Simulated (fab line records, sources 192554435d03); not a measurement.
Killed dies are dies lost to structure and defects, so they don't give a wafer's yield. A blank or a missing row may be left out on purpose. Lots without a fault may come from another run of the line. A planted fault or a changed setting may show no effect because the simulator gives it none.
Chamber matching | flow n5_finfet | N5_BEOL_M0_SAQP_MANDREL_ETCH_103 on rie_si-01: 4 sister chambers
The step etches a-Si in HBr/Cl2, stops on SiCN, target depth 45 nm, bt time 10 s, time 27 s. 8 wafers are shown with their chamber, then 7 later ones without.

WAFERS WITH THEIR CHAMBER
wafer  | chamber | drypump_motor_current_A (A) | throttle_valve_pct (%)
L076.5 | 0       | 5.7                         | 35.13
L079.4 | 2       | 6.2                         | 35.38
L079.6 | 3       | 6.6                         | 34.75
L081.2 | 3       | 6.6                         | 34.76
L081.3 | 1       | 5.4                         | 35.47
L081.5 | 0       | 5.8                         | 35.16
L082.4 | 2       | 6.2                         | 35.37
L082.5 | 1       | 5.4                         | 35.49

WAFERS WITHOUT THEIR CHAMBER
wafer  | drypump_motor_current_A (A) | throttle_valve_pct (%)
L082.6 | 5.8                         | 35.17
L083.2 | 5.5                         | 35.46
L083.3 | 5.7                         | 35.16
L083.5 | 5.7                         | 35.16
L088.2 | 6.2                         | 35.40
L088.5 | 6.6                         | 34.73
L088.6 | 6.2                         | 35.35

WHICH CHAMBER EACH WENT THROUGH
wafer  | from the rows above | in truth
L082.6 | 0                   | 0
L083.2 | 1                   | 1
L083.3 | 0                   | 0
L083.5 | 0                   | 0
L088.2 | 2                   | 2
L088.5 | 3                   | 3
L088.6 | 2                   | 2
Placed correctly: 7 of 7. Can't be placed from these rows: 0. Placed wrongly: 0.
How it was worked out, from the rows above alone: a wafer's distance from a chamber is the root of the sum, over the readings, of the square of ((its reading less the chamber's mean) divided by the reading's scatter). The wafer belongs to the nearest chamber; if the next one is less than 2 further off, it can't be placed. A chamber's mean is the mean of its shown wafers. The scatter: the root of (the sum of the squares of (reading less its chamber's mean) over the shown wafers, divided by (wafers less chambers)).
